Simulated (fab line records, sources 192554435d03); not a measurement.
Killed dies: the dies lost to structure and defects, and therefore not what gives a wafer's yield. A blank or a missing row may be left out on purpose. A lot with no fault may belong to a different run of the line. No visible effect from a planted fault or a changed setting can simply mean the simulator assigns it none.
Struck lot and sound lot, side by side	flow n5_finfet	37 steps out of a route of 1938
Sound: these wafers, L486.2, L486.3, L486.4. The struck wafers were L487.1, L487.2, L487.5. The cause is given at the end.
At each step with rows: each side's tool, then ch and its chambers, then its first start. Under that, the readings that differ: sound wafers	struck wafers	difference of the means	sigmas: that difference in standard deviations of wafers without a fault.
alike: words and numbers the same on both sides, and readings whose means are apart by under 2 such deviations; not compared: readings that were withheld, readings missing a value for some wafer, numbers with overlapping values and no deviation given by the record, and bounds like >300 which may hide the same value.
The two part at a step that has a row with sigmas, a row that says differs or no value, or rows on one side only. Numbers that don't overlap but have no deviation are shown without sigmas and don't part them. A reading missing from all wafers of one side parts the sides only when that side holds two or more wafers.

first, 10 steps without rows for these wafers: N5_DUMMY_GATE_ETCH_44 (etches poly-Si in HBr/O2, stops on SiO2, target depth 127.5 nm); N5_DUMMY_GATE_ETCH_42 (etches SiO2 in CHF3/O2, target depth 3.5 nm, time 31 s); N5_DUMMY_GATE_STRIP_48 (strips in N2/H2, time 20 s); N5_DUMMY_GATE_PRECLEAN_33 (cleans in dHF, time 10 s); N5_DUMMY_GATE_PRECLEAN_25 (cleans in O3/DIW, time 45 s); N5_DUMMY_GATE_PRECLEAN_51 (cleans in SC2, time 45 s); N5_DUMMY_GATE_SRD_26 (time 30 s); N5_DUMMY_GATE_UV_OZONE_45 (time 120 s); N5_SPACER0_ALD_07 (deposits SiNx, target thk 2 nm); N5_SPACER0_ALD_00 (deposits SiOCN, target thk 3.5 nm, pulse time 3 s, purge time 2 s).
N5_SPACER0_ALD_08: deposits SiNx, target thk 2 nm.
  sound on ald_sin-03 ch 0,1,2, day 4 18:59; struck on ald_sin-03 ch 1,3, day 5 00:28
  alike: heater_power_w
then, 18 steps without rows for these wafers: N5_SD_EPI_N_COAT_32 (time 60 s, resist thk 350 nm); N5_SD_EPI_N_COAT_33 (time 60 s, resist thk 35 nm); N5_SD_EPI_N_COAT_03 (resist thk 150 nm); N5_SD_EPI_N_EBR_05; N5_SD_EPI_N_SOFTBAKE_04 (time 60 s); N5_SD_EPI_N_EXPOSE_06 (exposes mask SD N BLK, target cd 120 nm); N5_SD_EPI_N_PEB_07 (peb time 60 s); N5_SD_EPI_N_DEVELOP_08 (develop time 30 s); N5_SD_EPI_N_DESCUM_14 (chemistry O2, time 7.9 s); N5_SD_EPI_N_ETCH_34 (etches SiARC in CF4, target depth 45.5 nm, time 75.8 s); N5_SD_EPI_N_ETCH_35 (etches SOC in N2/H2, overetch 108 nm, time 486 s); N5_SD_EPI_N_STRIP_36 (strips in N2/H2); N5_SD_EPI_N_ETCHBACK_44 (etches SiNx in CH3F/O2, stops on SiO2, target depth 14.5 nm); N5_SD_EPI_N_ETCH_45 (etches SiOCN in CH3F/O2, target depth 6 nm); N5_SD_EPI_N_ETCH_16 (etches SiO2 in CHF3/O2, target depth 5 nm); N5_SD_EPI_N_STRIP_47 (strips in CHF3/O2); N5_SD_EPI_N_SD_RECESS_17 (chemistry HBr/Cl2/O2, target depth 41 nm, time 23.7 s, bt time 3 s); N5_SD_EPI_N_STRIP_38 (strips in N2/H2).
N5_SD_EPI_N_WET_ETCH_43: etches SiO2 in dHF, time 14 s, target depth 1.5 nm.
  sound on wet_bench-04 ch 2,5,6, day 4 20:31; struck on wet_bench-01 ch 0,1,7, day 5 02:28
reading	sound	struck	difference	sigmas
model.SiNx_of_SPACER0_ALD_08.thk_nm (nm)	1.4 1.4 1.6	3.6 3.6 3.6	+2.1	
then, 5 steps without rows for these wafers: N5_SD_EPI_N_STRIP_18 (strips in SPM, time 750 s); N5_SD_EPI_N_SRD_20 (time 30 s); N5_SD_EPI_N_PRECLEAN_48 (cleans in NF3:NH3, afs cycles 2, time 20 s, sublimation time 60 s); N5_SD_EPI_N_VAPOR_ETCH_50 (etches Si in HCl, time 54 s); N5_SD_EPI_N_EPI_21 (deposits Si:P, time 690 s).
-- here the record skips 4 days between the struck wafers' starts before and after, leaving off in module SD_EPI_N and picking up in module BEOL_M4 (first step shown: number 1111 of the route) --
N5_BEOL_M4_RC_MEAS_101:
  sound on prober-02 ch 0, day 9 11:10; struck on prober-02 ch 0, day 9 13:15
reading	sound	struck	difference	sigmas
DIBL_N (mV/V)	35.0 34.3 38.3	27.5 27.9 29.3	-7.6	-4
DIBL_P (mV/V)	35.6 34.7 39.3	28.7 29.6 31.0	-6.8	-3
IOFF_N (nA/um)	0.13 0.13 0.21	0.06 0.06 0.07	-0.09	-3
IOFF_P (nA/um)	0.20 0.19 0.27	0.07 0.08 0.08	-0.14	-4
ION_N (uA/um)	659 657 690	596 591 613	-69	-5
ION_P (uA/um)	458 462 473	400 405 411	-59	-7
VT_N (mV)	254 252 245	267 264 262	+14	+4
VT_P (mV)	-251 -251 -247	-271 -272 -271	-22	-6
  alike: SS_N, SS_P
-- record jumps: 5 days separate the struck wafers' starts on either side; left off in module BEOL_M4, taken up again in module PASSIVATION, whose first shown step is the route's number 1936 --
N5_PASSIVATION_PROBE_49:
  record: rows for the struck wafers here (prober-01, day 14 09:48), none for the sound ones

WHERE THEY PART
First at N5_BEOL_M4_RC_MEAS_101; last, within this record, at N5_PASSIVATION_PROBE_49.

WHY: what had been put in by the simulator
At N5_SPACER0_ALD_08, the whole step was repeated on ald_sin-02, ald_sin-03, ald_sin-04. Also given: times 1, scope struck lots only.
